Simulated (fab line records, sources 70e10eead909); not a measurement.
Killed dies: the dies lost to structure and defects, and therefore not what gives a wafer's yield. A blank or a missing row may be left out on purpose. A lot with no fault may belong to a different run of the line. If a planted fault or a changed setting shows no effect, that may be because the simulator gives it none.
Problem report, 8D (eight disciplines) form, completed by code :: flow nand harc :: the parts of the form that need people (team, actions taken, sign-off) are left out

## 1. THE ISSUE
exposure dose mJ cm2 at NHARC_A_M0_EXPOSE_06 reads a mean of 85.34 on 6 wafers of 2 lots; wafers without a fault read 83.27 with a standard deviation of 0.087. Relative to the usual mean, that is a shift of +24 standard deviations.
The step: exposes mask A M0, target cd 80 nm.
Seen first at day 19 22:21 on arfi scanner-03, wafer L472.1. The record holds 33 wafers of 11 lots with a number at this step. The rule behind "out" and "out of limits": a value lying over 4 standard deviations away from the usual mean. Any other wafer with a number is counted as sound.

## 2. WHAT IT IS; WHAT IT IS NOT
question: which readings at this step
is: exposure dose mJ cm2
is not: -

question: which lots
is: L472, L473
is not: L464, L465, L467, L471, L477, L479, L480, L482, L484

question: which wafers of those lots
is: all that have a number
is not: -

question: read on which tools
is: arfi scanner-03
is not: arfi scanner-01, arfi scanner-02

question: when
is: from day 19 22:21
is not: up to then (12 sound wafers); but 15 sound wafers of L477, L479, L480, L482, L484 came after

## 3. WHAT RULES OUT EACH SUSPECT
Counting: a tool at any process step up to the reading remains a suspect when it ran all the lots that are out and ran no sound lot after the first of those.
- rie diel-03 at NHARC_A_BLC_DESCUM_15 (chemistry O2, time 3 s): ruled out as a lasting fault. The sound lots L477, L479 went through it after L472, its earliest lot that is out (day 19 12:11).
- rie diel-03 at NHARC_A_BLC_ETCH_16 (etches the open film in CF4, target depth 39 nm, time 65 s): ruled out as a lasting fault. The sound lots L477, L479 went through it after L472, its earliest lot that is out (day 19 12:14).
- arfi scanner-03 at NHARC_A_M0_EXPOSE_06 (exposes mask A M0, target cd 80 nm): kept. It processed each lot that is out, first L472 at day 19 22:21, and no sound lot thereafter; up to then, the last sound lot it processed was L465 at day 17 17:34. On those wafers its own readings are out: exposure dose mJ cm2.
The count leaves arfi scanner-03 at NHARC_A_M0_EXPOSE_06.

## 4. THE CAUSE (what the simulator had put in)
Process parameters drifting: arfi scanner-03 at NHARC_A_M0_EXPOSE_06, beginning at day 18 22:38. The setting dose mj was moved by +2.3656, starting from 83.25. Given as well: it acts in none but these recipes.
Counting left only this tool.

## 5. THE EFFECT CHAIN, in route order
Each row: a reading whose mean over the struck wafers that have a number lies more than 3 standard deviations from the usual. Only readings whose record carries a usual standard deviation are examined. hours: median over the lots of the time between each lot's start at the first step of this table that gives one and its start at this step. sigmas: the change, counted in usual standard deviations.
hours: 0
step: NHARC_A_M0_EXPOSE_06
reading: exposure dose mJ cm2
usual: 83.27
on struck wafers: 85.34
change: +2.07
sigmas: +24
The process steps in it:
- NHARC_A_M0_EXPOSE_06: exposes mask A M0, target cd 80 nm.
Later steps that measure or inspect, where all struck wafers having a row at the step show a number for every such reading and not one has moved that far: NHARC_END_SORT_01.

## 6. HOW IT WOULD HAVE BEEN CAUGHT EARLIER
In this record no reading fell out of limits until day 19 22:21, 24 hours after the fault had begun at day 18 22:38.
